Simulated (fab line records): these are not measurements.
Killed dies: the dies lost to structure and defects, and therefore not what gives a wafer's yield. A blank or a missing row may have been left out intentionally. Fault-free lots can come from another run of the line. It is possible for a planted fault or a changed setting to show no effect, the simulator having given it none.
What tool caused it? || flow n5Finfet || 42 wafers from 14 lots sampled at 4 of the route's 1938 steps

WHAT THE GAUGES SHOWED, per wafer
N5_HKMG_FIN_CD_MEAS_12: target cd 92.8 nm. Usual: cdNm at 92.8 nm, with a standard deviation of 1.2.
{"lot": "L313", "measured": "day 4 02:05", "on": "cdSem-01", "cdNm (nm)": "93.2 92.9 92.9", "flag": ""}
{"lot": "L314", "measured": "day 4 12:05", "on": "cdSem-02", "cdNm (nm)": "92.2 92.4 93.5", "flag": ""}
{"lot": "L315", "measured": "day 4 12:55", "on": "cdSem-01", "cdNm (nm)": "92.4 90.7 92.0", "flag": ""}
{"lot": "L318", "measured": "day 5 18:22", "on": "cdSem-01", "cdNm (nm)": "92.0 93.9 91.4", "flag": ""}
{"lot": "L319", "measured": "day 5 20:29", "on": "cdSem-02", "cdNm (nm)": "91.7 92.4 90.4", "flag": ""}
{"lot": "L323", "measured": "day 6 18:47", "on": "cdSem-02", "cdNm (nm)": "95.3 93.4 93.6", "flag": ""}
{"lot": "L324", "measured": "day 6 22:30", "on": "cdSem-02", "cdNm (nm)": "90.4 93.5 91.6", "flag": ""}
{"lot": "L325", "measured": "day 7 01:38", "on": "cdSem-02", "cdNm (nm)": "93.3 91.3 92.2", "flag": ""}
{"lot": "L327", "measured": "day 7 15:58", "on": "cdSem-01", "cdNm (nm)": "92.5 94.4 93.0", "flag": ""}
{"lot": "L328", "measured": "day 7 23:44", "on": "cdSem-01", "cdNm (nm)": "- - -", "flag": "OFF"}
{"lot": "L329", "measured": "day 8 02:05", "on": "cdSem-03", "cdNm (nm)": "- - -", "flag": "OFF"}
{"lot": "L333", "measured": "day 9 04:21", "on": "cdSem-02", "cdNm (nm)": "91.6 94.0 91.5", "flag": ""}
{"lot": "L335", "measured": "day 9 15:24", "on": "cdSem-01", "cdNm (nm)": "92.8 93.8 92.3", "flag": ""}
{"lot": "L336", "measured": "day 9 20:25", "on": "cdSem-01", "cdNm (nm)": "95.0 94.1 93.0", "flag": ""}

WHICH TOOL RAN EACH LOT (tool, then ch and the chambers of the sampled wafers, then the start)
{"lot": "L313", "N5_HKMG_FIN_STRIP_60": "plasmaAsher-02 ch 0,1, day 3 23:40", "N5_HKMG_FIN_CVD_62": "thermalCvdSi-01 ch 0,1, day 4 00:31", "N5_HKMG_FIN_PEB_10": "lithoTrack-02 ch 0, day 4 02:01"}
{"lot": "L314", "N5_HKMG_FIN_STRIP_60": "plasmaAsher-02 ch 0,1, day 4 09:49", "N5_HKMG_FIN_CVD_62": "thermalCvdSi-02 ch 0,1,2, day 4 10:40", "N5_HKMG_FIN_PEB_10": "lithoTrack-01 ch 0, day 4 12:01"}
{"lot": "L315", "N5_HKMG_FIN_STRIP_60": "plasmaAsher-01 ch 0,1, day 4 10:38", "N5_HKMG_FIN_CVD_62": "thermalCvdSi-01 ch 0,1,2, day 4 11:26", "N5_HKMG_FIN_PEB_10": "lithoTrack-01 ch 0, day 4 12:50"}
{"lot": "L318", "N5_HKMG_FIN_STRIP_60": "plasmaAsher-02 ch 1, day 5 15:56", "N5_HKMG_FIN_CVD_62": "thermalCvdSi-02 ch 0,2, day 5 16:47", "N5_HKMG_FIN_PEB_10": "lithoTrack-01 ch 0, day 5 18:17"}
{"lot": "L319", "N5_HKMG_FIN_STRIP_60": "plasmaAsher-01 ch 0,1, day 5 18:13", "N5_HKMG_FIN_CVD_62": "thermalCvdSi-01 ch 0,1, day 5 19:04", "N5_HKMG_FIN_PEB_10": "lithoTrack-04 ch 0, day 5 20:25"}
{"lot": "L323", "N5_HKMG_FIN_STRIP_60": "plasmaAsher-01 ch 0,1, day 6 16:06", "N5_HKMG_FIN_CVD_62": "thermalCvdSi-01 ch 0,2, day 6 16:57", "N5_HKMG_FIN_PEB_10": "lithoTrack-02 ch 0, day 6 18:43"}
{"lot": "L324", "N5_HKMG_FIN_STRIP_60": "plasmaAsher-01 ch 0,1, day 6 19:56", "N5_HKMG_FIN_CVD_62": "thermalCvdSi-02 ch 0,2, day 6 20:48", "N5_HKMG_FIN_PEB_10": "lithoTrack-01 ch 0, day 6 22:26"}
{"lot": "L325", "N5_HKMG_FIN_STRIP_60": "plasmaAsher-02 ch 0,1, day 6 23:09", "N5_HKMG_FIN_CVD_62": "thermalCvdSi-01 ch 0,1, day 6 23:57", "N5_HKMG_FIN_PEB_10": "lithoTrack-01 ch 0, day 7 01:34"}
{"lot": "L327", "N5_HKMG_FIN_STRIP_60": "plasmaAsher-02 ch 0,1, day 7 13:28", "N5_HKMG_FIN_CVD_62": "thermalCvdSi-01 ch 0,1,2, day 7 14:20", "N5_HKMG_FIN_PEB_10": "lithoTrack-04 ch 0, day 7 15:53"}
{"lot": "L328", "N5_HKMG_FIN_STRIP_60": "plasmaAsher-01 ch 0,1, day 7 21:16", "N5_HKMG_FIN_CVD_62": "thermalCvdSi-02 ch 0,2, day 7 22:07", "N5_HKMG_FIN_PEB_10": "lithoTrack-01, day 7 23:40"}
{"lot": "L329", "N5_HKMG_FIN_STRIP_60": "plasmaAsher-01 ch 0,1, day 7 23:35", "N5_HKMG_FIN_CVD_62": "thermalCvdSi-01 ch 0,1,2, day 8 00:26", "N5_HKMG_FIN_PEB_10": "lithoTrack-02, day 8 02:01"}
{"lot": "L333", "N5_HKMG_FIN_STRIP_60": "plasmaAsher-02 ch 0,1, day 9 01:44", "N5_HKMG_FIN_CVD_62": "thermalCvdSi-01 ch 0,1,2, day 9 02:35", "N5_HKMG_FIN_PEB_10": "lithoTrack-01 ch 0, day 9 04:17"}
{"lot": "L335", "N5_HKMG_FIN_STRIP_60": "plasmaAsher-01 ch 0,1, day 9 13:07", "N5_HKMG_FIN_CVD_62": "thermalCvdSi-01 ch 0,2, day 9 13:50", "N5_HKMG_FIN_PEB_10": "lithoTrack-02 ch 0, day 9 15:20"}
{"lot": "L336", "N5_HKMG_FIN_STRIP_60": "plasmaAsher-02 ch 0,1, day 9 18:07", "N5_HKMG_FIN_CVD_62": "thermalCvdSi-02 ch 0,2, day 9 18:59", "N5_HKMG_FIN_PEB_10": "lithoTrack-02 ch 0, day 9 20:20"}
- N5_HKMG_FIN_STRIP_60: strips in N2/H2, time 360 s.
- N5_HKMG_FIN_CVD_62: deposits a-Si from Si2H6, target thk 3 nm, time 20.8 s.
- N5_HKMG_FIN_PEB_10: peb time 60 s.

AS READ BY THE TOOLS THEMSELVES (means over the sampled wafers that have a number; for cases with no such wafer, the mark the record gives instead)
N5_HKMG_FIN_STRIP_60. Usual: drypumpMotorCurrentA 5.5 A, standard deviation 0.35; heaterPowerW 471 W, standard deviation 57.
{"lot": "L313", "tool": "plasmaAsher-02", "drypumpMotorCurrentA (A)": 5.2, "heaterPowerW (W)": 413, "flag": ""}
{"lot": "L314", "tool": "plasmaAsher-02", "drypumpMotorCurrentA (A)": 5.5, "heaterPowerW (W)": 417, "flag": ""}
{"lot": "L315", "tool": "plasmaAsher-01", "drypumpMotorCurrentA (A)": 5.6, "heaterPowerW (W)": 537, "flag": ""}
{"lot": "L318", "tool": "plasmaAsher-02", "drypumpMotorCurrentA (A)": 4.9, "heaterPowerW (W)": 413, "flag": ""}
{"lot": "L319", "tool": "plasmaAsher-01", "drypumpMotorCurrentA (A)": 5.5, "heaterPowerW (W)": 512, "flag": ""}
{"lot": "L323", "tool": "plasmaAsher-01", "drypumpMotorCurrentA (A)": 5.5, "heaterPowerW (W)": 517, "flag": ""}
{"lot": "L324", "tool": "plasmaAsher-01", "drypumpMotorCurrentA (A)": 5.6, "heaterPowerW (W)": 533, "flag": ""}
{"lot": "L325", "tool": "plasmaAsher-02", "drypumpMotorCurrentA (A)": 5.5, "heaterPowerW (W)": 411, "flag": ""}
{"lot": "L327", "tool": "plasmaAsher-02", "drypumpMotorCurrentA (A)": 5.5, "heaterPowerW (W)": 420, "flag": ""}
{"lot": "L328", "tool": "plasmaAsher-01", "drypumpMotorCurrentA (A)": 5.5, "heaterPowerW (W)": 514, "flag": ""}
{"lot": "L329", "tool": "plasmaAsher-01", "drypumpMotorCurrentA (A)": 5.6, "heaterPowerW (W)": 540, "flag": ""}
{"lot": "L333", "tool": "plasmaAsher-02", "drypumpMotorCurrentA (A)": 5.5, "heaterPowerW (W)": 418, "flag": ""}
{"lot": "L335", "tool": "plasmaAsher-01", "drypumpMotorCurrentA (A)": 5.5, "heaterPowerW (W)": 521, "flag": ""}
{"lot": "L336", "tool": "plasmaAsher-02", "drypumpMotorCurrentA (A)": 5.5, "heaterPowerW (W)": 419, "flag": ""}

N5_HKMG_FIN_CVD_62. Usual: heaterPowerW at 1380 W, with a standard deviation of 95.
{"lot": "L313", "tool": "thermalCvdSi-01", "heaterPowerW (W)": 1288, "flag": ""}
{"lot": "L314", "tool": "thermalCvdSi-02", "heaterPowerW (W)": 1382, "flag": ""}
{"lot": "L315", "tool": "thermalCvdSi-01", "heaterPowerW (W)": 1388, "flag": ""}
{"lot": "L318", "tool": "thermalCvdSi-02", "heaterPowerW (W)": 1426, "flag": ""}
{"lot": "L319", "tool": "thermalCvdSi-01", "heaterPowerW (W)": 1288, "flag": ""}
{"lot": "L323", "tool": "thermalCvdSi-01", "heaterPowerW (W)": 1455, "flag": ""}
{"lot": "L324", "tool": "thermalCvdSi-02", "heaterPowerW (W)": 1402, "flag": ""}
{"lot": "L325", "tool": "thermalCvdSi-01", "heaterPowerW (W)": 1304, "flag": ""}
{"lot": "L327", "tool": "thermalCvdSi-01", "heaterPowerW (W)": 1386, "flag": ""}
{"lot": "L328", "tool": "thermalCvdSi-02", "heaterPowerW (W)": 1429, "flag": ""}
{"lot": "L329", "tool": "thermalCvdSi-01", "heaterPowerW (W)": 1370, "flag": ""}
{"lot": "L333", "tool": "thermalCvdSi-01", "heaterPowerW (W)": 1373, "flag": ""}
{"lot": "L335", "tool": "thermalCvdSi-01", "heaterPowerW (W)": 1456, "flag": ""}
{"lot": "L336", "tool": "thermalCvdSi-02", "heaterPowerW (W)": 1445, "flag": ""}

N5_HKMG_FIN_PEB_10. Usual: chillPlateTempC 23.00 C, standard deviation 0.11; exhaustPa 45.1 Pa, standard deviation 0.83.
{"lot": "L313", "tool": "lithoTrack-02", "chillPlateTempC (C)": 23.04, "exhaustPa (Pa)": 46.0, "flag": ""}
{"lot": "L314", "tool": "lithoTrack-01", "chillPlateTempC (C)": 22.96, "exhaustPa (Pa)": 45.8, "flag": ""}
{"lot": "L315", "tool": "lithoTrack-01", "chillPlateTempC (C)": 22.96, "exhaustPa (Pa)": 45.1, "flag": ""}
{"lot": "L318", "tool": "lithoTrack-01", "chillPlateTempC (C)": 23.02, "exhaustPa (Pa)": 45.5, "flag": ""}
{"lot": "L319", "tool": "lithoTrack-04", "chillPlateTempC (C)": 23.07, "exhaustPa (Pa)": 45.1, "flag": ""}
{"lot": "L323", "tool": "lithoTrack-02", "chillPlateTempC (C)": 23.01, "exhaustPa (Pa)": 44.9, "flag": ""}
{"lot": "L324", "tool": "lithoTrack-01", "chillPlateTempC (C)": 23.02, "exhaustPa (Pa)": 44.3, "flag": ""}
{"lot": "L325", "tool": "lithoTrack-01", "chillPlateTempC (C)": 23.04, "exhaustPa (Pa)": 45.9, "flag": ""}
{"lot": "L327", "tool": "lithoTrack-04", "chillPlateTempC (C)": 23.18, "exhaustPa (Pa)": 44.1, "flag": ""}
{"lot": "L328", "tool": "lithoTrack-01", "chillPlateTempC (C)": "-", "exhaustPa (Pa)": "-", "flag": "OFF"}
{"lot": "L329", "tool": "lithoTrack-02", "chillPlateTempC (C)": "-", "exhaustPa (Pa)": "-", "flag": "OFF"}
{"lot": "L333", "tool": "lithoTrack-01", "chillPlateTempC (C)": 23.09, "exhaustPa (Pa)": 44.2, "flag": ""}
{"lot": "L335", "tool": "lithoTrack-02", "chillPlateTempC (C)": 22.87, "exhaustPa (Pa)": 45.7, "flag": ""}
{"lot": "L336", "tool": "lithoTrack-02", "chillPlateTempC (C)": 23.07, "exhaustPa (Pa)": 44.5, "flag": ""}

THE ANSWER, worked out from the rows above alone
Rule: a lot is off if the mean of its wafers that have a number lies more than 3 standard deviations from the usual mean. A lot without any number at a reading at which 4 lots or more have one is off too. All remaining lots with rows at the step are treated as sound. First the gauges in route order, then the tools' own readings, where a lot's mean is used as printed above. At the first step where some lot is off, the reading lying furthest off is the one used; lots without a number count as furthest.
Off, at N5_HKMG_FIN_CD_MEAS_12 on cdNm: L328, L329. Without a number there: L328, L329.
A tool fits if, at a process step before that reading, it ran every lot that is off, and no sound lot after the first of them. The gauges at N5_HKMG_FIN_CD_MEAS_12 aren't tried: what is off there is off at N5_HKMG_FIN_PEB_10 too, on other tools, and a gauge's error can't cause that. Of those tried, none fits.

WHAT HAD BEEN PUT IN BY THE SIMULATOR
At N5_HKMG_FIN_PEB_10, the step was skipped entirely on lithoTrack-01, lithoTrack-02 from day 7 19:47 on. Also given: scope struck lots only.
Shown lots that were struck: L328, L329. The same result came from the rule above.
